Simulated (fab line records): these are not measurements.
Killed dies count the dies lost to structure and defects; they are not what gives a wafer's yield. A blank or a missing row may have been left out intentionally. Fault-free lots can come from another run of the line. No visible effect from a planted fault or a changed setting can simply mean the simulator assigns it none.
Matching of chambers + flow n5 finfet + N5_BEOL_M1_CO_CAP_55 on cvd co-02 has 3 sister chambers
The step material Co, precursor CCTBA/H2, target thk 2 nm, time 102.1 s. 3 wafers are shown with their chamber, then 12 later ones without.

== WAFERS WITH THEIR CHAMBER ==
| wafer  | chamber | heater power w (W) |
|--------|---------|--------------------|
| L086.1 | 0       | 258                |
| L086.3 | 2       | 187                |
| L086.5 | 1       | 227                |

== WAFERS MISSING THEIR CHAMBER ==
| wafer  | heater power w (W) |
|--------|--------------------|
| L091.2 | 220                |
| L091.5 | 198                |
| L091.6 | 257                |
| L092.3 | 260                |
| L092.5 | 223                |
| L092.6 | 194                |
| L094.3 | 226                |
| L094.5 | 194                |
| L094.6 | 264                |
| L097.3 | 191                |
| L097.4 | 192                |
| L097.5 | 217                |

== THE CHAMBER EACH PASSED THROUGH ==
| wafer  | from the rows above | in truth |
|--------|---------------------|----------|
| L091.2 | 1                   | 1        |
| L091.5 | 2                   | 2        |
| L091.6 | 0                   | 0        |
| L092.3 | 0                   | 0        |
| L092.5 | 1                   | 1        |
| L092.6 | 2                   | 2        |
| L094.3 | 1                   | 1        |
| L094.5 | 2                   | 2        |
| L094.6 | 0                   | 0        |
| L097.3 | 2                   | 2        |
| L097.4 | 2                   | 2        |
| L097.5 | 1                   | 1        |
12 of 12 placed correctly. Can't be placed from these rows: 0. Placed wrongly: 0.
How it was worked out, from the rows above alone: a wafer's distance from a chamber is the root of the sum, over the readings, of the square of ((its reading less the chamber's mean) divided by the reading's scatter). The wafer belongs to the nearest chamber; if the next one is less than 2 further off, it can't be placed. The mean given for a chamber averages the wafers shown for that chamber. The scatter: with one shown wafer a chamber, the root of the mean of the squares of how far each hidden wafer lies from its nearest shown one.
